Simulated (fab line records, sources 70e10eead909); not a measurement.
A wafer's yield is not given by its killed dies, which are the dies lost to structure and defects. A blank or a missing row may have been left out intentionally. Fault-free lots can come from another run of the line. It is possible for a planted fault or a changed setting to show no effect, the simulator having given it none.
Which of the tools did it?	flow nand harc	13 lots with 37 wafers sampled at 5 steps, on a route of 1302 steps

== WHAT THE GAUGES SHOWED, per wafer ==
NHARC_END_SORT_01. Usual: killed at array 61, standard deviation 24; killed at other 1.2, standard deviation 1.3; killed at periphery 3.7, standard deviation 2.6; killed dies 66, standard deviation 23; killed open 3.3, standard deviation 1.8; killed short 2.4, standard deviation 1.6.
lot	measured	on	killed at array	killed at other	killed at periphery	killed dies	killed open	killed short	flag
L647	day 25 07:03	prober-02	87 58 51	0 0 1	3 2 4	90 60 56	5 4 1	2 3 6	
L650	day 26 02:43	prober-01	81 91 90	2 3 2	4 1 3	87 95 95	4 2 2	3 3 2	
L651	day 26 08:52	prober-01	34 31 33	2 1 2	3 5 2	39 37 37	5 4 2	5 2 1	
L652	day 26 21:58	prober-02	56 51 56	0 1 2	4 1 4	60 53 62	4 3 1	5 0 0	
L655	day 28 09:17	prober-01	56 57 52	0 3 1	3 3 4	59 63 57	2 2 5	3 1 1	
L657	day 29 07:17	prober-01	89 82 95	0 0 1	3 6 5	92 88 101	4 6 2	3 4 6	
L658	day 29 07:20	prober-02	66 75 65	1 2 2	2 1 3	69 78 70	3 6 5	1 2 2	
L659	day 30 07:57	prober-01	46 53 59	2 1 2	7 387 350	55 441 411	4 3 3	1 1 4	OFF
L661	day 30 15:12	prober-02	82 83	0 0	4 348	86 431	4 3	5 2	OFF
L662	day 32 07:38	prober-02	77 75	1 0	5 361	83 436	4 0	3 5	OFF
L664	day 33 03:43	prober-01	69 78 91	0 0 0	5 3 8	74 81 99	2 3 4	1 3 2	
L668	day 33 13:04	prober-02	35 25 30	2 2 1	7 6 3	44 33 34	5 6 3	3 2 3	
L669	day 33 20:02	prober-02	23 23 25	3 2 3	5 2 3	31 27 31	2 7 2	2 0 3	

== WHAT TOOL EACH LOT RAN ON (gives the tool, then ch and the chambers of the sampled wafers, and finally the start) ==
lot	NHARC_P_GATE_RTA_82	NHARC_P_CONTACT_CMP_01	NHARC_P_CONTACT_ETCH_36	NHARC_P_CONTACT_STRIP_28
L647	rtp anneal-01 ch 0, day 6 11:35	cmp-04 ch 0,1,2, day 6 12:35	rie diel-13 ch 0,3, day 6 13:38	rie diel-12 ch 1,2,3, day 6 14:25
L650	rtp anneal-01 ch 0, day 7 18:30	cmp-04 ch 0,2,3, day 7 19:25	rie diel-13 ch 0,1,2, day 7 20:33	rie diel-12 ch 2,3, day 7 21:18
L651	rtp anneal-02 ch 0, day 7 19:30	cmp-04 ch 1,2,3, day 7 20:29	rie diel-12 ch 1,2,3, day 7 21:41	rie diel-10 ch 0,1,3, day 7 22:28
L652	rtp anneal-01 ch 0, day 8 05:28	cmp-01 ch 0,2, day 8 06:26	rie diel-12 ch 0,2,3, day 8 07:34	rie diel-10 ch 1,2, day 8 08:17
L655	rtp anneal-01 ch 0, day 9 20:59	cmp-02 ch 0,2,3, day 9 22:04	rie diel-12 ch 1,2,3, day 9 23:15	rie diel-13 ch 0,2, day 10 00:05
L657	rtp anneal-02 ch 0, day 10 13:04	cmp-01 ch 0,1,3, day 10 14:17	rie diel-12 ch 1,2, day 10 15:31	rie diel-12 ch 1,2, day 10 16:25
L658	rtp anneal-01 ch 0, day 10 17:37	cmp-01 ch 0,2,3, day 10 18:35	rie diel-13 ch 1,2,3, day 10 19:49	rie diel-10 ch 1,2,3, day 10 20:33
L659	rtp anneal-01 ch 0, day 11 14:56	cmp-04 ch 0,1,3, day 11 16:11	rie diel-13 ch 2,3, day 11 17:20	rie diel-10 ch 0,2, day 11 18:07
L661	rtp anneal-02 ch 0, day 12 08:59	cmp-04 ch 1, day 12 09:59	rie diel-13 ch 2, day 12 11:02	rie diel-13 ch 3, day 12 11:53
L662	rtp anneal-02 ch 0, day 13 04:02	cmp-01 ch 1,2, day 13 05:15	rie diel-13 ch 0,3, day 13 06:25	rie diel-10 ch 1, day 13 07:10
L664	rtp anneal-01 ch 0, day 13 13:32	cmp-01 ch 0,1, day 13 14:26	rie diel-10 ch 1,2,3, day 13 15:43	rie diel-10 ch 0,1, day 13 16:23
L668	rtp anneal-01 ch 0, day 14 21:14	cmp-01 ch 0,1,2, day 14 22:11	rie diel-10 ch 1,2,3, day 14 23:25	rie diel-13 ch 1,2,3, day 15 00:09
L669	rtp anneal-02 ch 0, day 15 09:39	cmp-02 ch 0,1,2, day 15 10:38	rie diel-10 ch 1,2,3, day 15 11:49	rie diel-12 ch 0,2, day 15 12:35
- NHARC_P_GATE_RTA_82: time 30 s.
- NHARC_P_CONTACT_CMP_01: polishes SiO2, target thk 200 nm.
- NHARC_P_CONTACT_ETCH_36: etches the open film in N2/H2, target depth 260 nm, time 406.25 s.
- NHARC_P_CONTACT_STRIP_28: strips in O2.

== WHAT THE TOOLS THEMSELVES READ (means of the sampled wafers that have a number; where no wafer has one, the mark that the record gives instead) ==
NHARC_P_GATE_RTA_82. Usual: lamp power pct 3.91 %, standard deviation 0.23; wafer_temp_C_max 452.6, standard deviation 0.6.
lot	tool	lamp power pct (%)	wafer_temp_C_max	flag
L647	rtp anneal-01	3.66	452.2	
L650	rtp anneal-01	3.66	452.5	
L651	rtp anneal-02	4.12	452.6	
L652	rtp anneal-01	3.67	452.3	
L655	rtp anneal-01	3.67	452.5	
L657	rtp anneal-02	4.12	452.6	
L658	rtp anneal-01	3.66	452.3	
L659	rtp anneal-01	3.67	452.2	
L661	rtp anneal-02	4.12	451.8	
L662	rtp anneal-02	4.13	453.4	
L664	rtp anneal-01	3.67	452.3	
L668	rtp anneal-01	3.66	451.5	
L669	rtp anneal-02	4.12	452.7	

NHARC_P_CONTACT_CMP_01. Usual: edge zone pressure frac 1.000, standard deviation 0.0045; motor current A 12.2 A, standard deviation 1.3.
lot	tool	edge zone pressure frac	motor current A (A)	flag
L647	cmp-04	1.000	12.3	
L650	cmp-04	0.995	12.3	
L651	cmp-04	0.999	13.3	
L652	cmp-01	1.004	11.8	
L655	cmp-02	1.001	11.0	
L657	cmp-01	0.996	12.7	
L658	cmp-01	0.996	12.9	
L659	cmp-04	1.001	12.4	
L661	cmp-04	0.993	13.7	
L662	cmp-01	1.006	11.6	
L664	cmp-01	0.995	11.8	
L668	cmp-01	1.000	11.5	
L669	cmp-02	1.002	11.8	

NHARC_P_CONTACT_ETCH_36. Usual: drypump motor current A 5.7 A, standard deviation 0.44; oes product au 0.995 a.u., standard deviation 0.015; rf vpp V 431 V, standard deviation 3.1; showerhead plenum p Torr 2.05 Torr, standard deviation 0.11; throttle valve pct 14.173 %, standard deviation 0.0091.
lot	tool	drypump motor current A (A)	oes product au (a.u.)	rf vpp V (V)	showerhead plenum p Torr (Torr)	throttle valve pct (%)	flag
L647	rie diel-13	6.1	0.993	427	1.95	14.169	
L650	rie diel-13	5.9	0.997	428	1.97	14.173	
L651	rie diel-12	5.5	0.997	431	2.10	14.177	
L652	rie diel-12	5.7	1.000	434	2.17	14.168	
L655	rie diel-12	5.5	0.992	433	2.10	14.174	
L657	rie diel-12	5.4	1.000	430	2.02	14.173	
L658	rie diel-13	5.9	1.005	428	1.95	14.175	
L659	rie diel-13	6.3	0.898	428	1.95	14.178	OFF
L661	rie diel-13	6.7	0.942	430	2.04	14.175	OFF
L662	rie diel-13	6.1	0.908	427	1.93	14.174	OFF
L664	rie diel-10	5.5	0.990	431	2.08	14.168	
L668	rie diel-10	5.6	0.989	432	2.08	14.170	
L669	rie diel-10	5.6	0.995	431	2.08	14.173	

NHARC_P_CONTACT_STRIP_28. Usual: drypump motor current A 5.8 A, standard deviation 0.43; oes product au 0.994 a.u., standard deviation 0.016; rf vpp V 57.8 V, standard deviation 0.85; showerhead plenum p Torr 3.54 Torr, standard deviation 0.17; throttle valve pct 17.036 %, standard deviation 0.0089.
lot	tool	drypump motor current A (A)	oes product au (a.u.)	rf vpp V (V)	showerhead plenum p Torr (Torr)	throttle valve pct (%)	flag
L647	rie diel-12	5.5	0.995	58.0	3.62	17.038	
L650	rie diel-12	5.3	1.004	59.1	3.74	17.044	
L651	rie diel-10	5.6	1.006	58.2	3.66	17.031	
L652	rie diel-10	5.7	0.981	58.4	3.51	17.044	
L655	rie diel-13	6.3	0.991	57.8	3.45	17.043	
L657	rie diel-12	5.5	0.993	57.2	3.49	17.037	
L658	rie diel-10	5.6	0.996	58.0	3.59	17.027	
L659	rie diel-10	5.7	0.990	58.0	3.67	17.030	
L661	rie diel-13	6.1	0.980	57.4	3.32	17.040	
L662	rie diel-10	5.7	0.997	56.3	3.47	17.038	
L664	rie diel-10	5.7	0.997	57.6	3.65	17.032	
L668	rie diel-13	5.9	0.995	57.0	3.38	17.041	
L669	rie diel-12	5.5	1.019	57.3	3.72	17.034	

== THE ANSWER, worked out from the rows above alone ==
Rule: a lot is off if the mean of its wafers that have a number lies more than 3 standard deviations from the usual mean. Also off: a lot with no number at a reading for which 4 or more lots have one. The other lots that the step has rows for count as sound. Order of review: gauges by route order, followed by the tools' own readings, for which a lot's mean as printed above is used. The first step at which some lot is off is used, and at that step the reading that is off furthest; a lot without a number counts as furthest.
Off: L659, L661, L662 (NHARC_END_SORT_01, killed at periphery).
A tool fits if, at a process step before that reading, it ran every lot that is off, and no sound lot after the first of them. The gauges at NHARC_END_SORT_01 aren't tried: what is off there is off at NHARC_P_CONTACT_ETCH_36 too, on other tools, and a gauge's error can't cause that. One fits: rie diel-13 at NHARC_P_CONTACT_ETCH_36. A fault onset in the window from L658 (day 10 19:49, its last sound lot) to L659 (day 11 17:20, its first lot off) fits.
The tool's own readings at NHARC_P_CONTACT_ETCH_36 bear it out: on the lots that are off they differ by more than 5 times the standard deviation of the sound lots' means. oes product au reads 0.916 a.u. there against 0.996 a.u. on the sound lots.

== WHAT THE SIMULATOR PUT IN ==
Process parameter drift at NHARC_P_CONTACT_ETCH_36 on rie diel-13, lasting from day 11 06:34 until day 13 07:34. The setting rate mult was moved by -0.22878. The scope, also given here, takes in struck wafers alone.
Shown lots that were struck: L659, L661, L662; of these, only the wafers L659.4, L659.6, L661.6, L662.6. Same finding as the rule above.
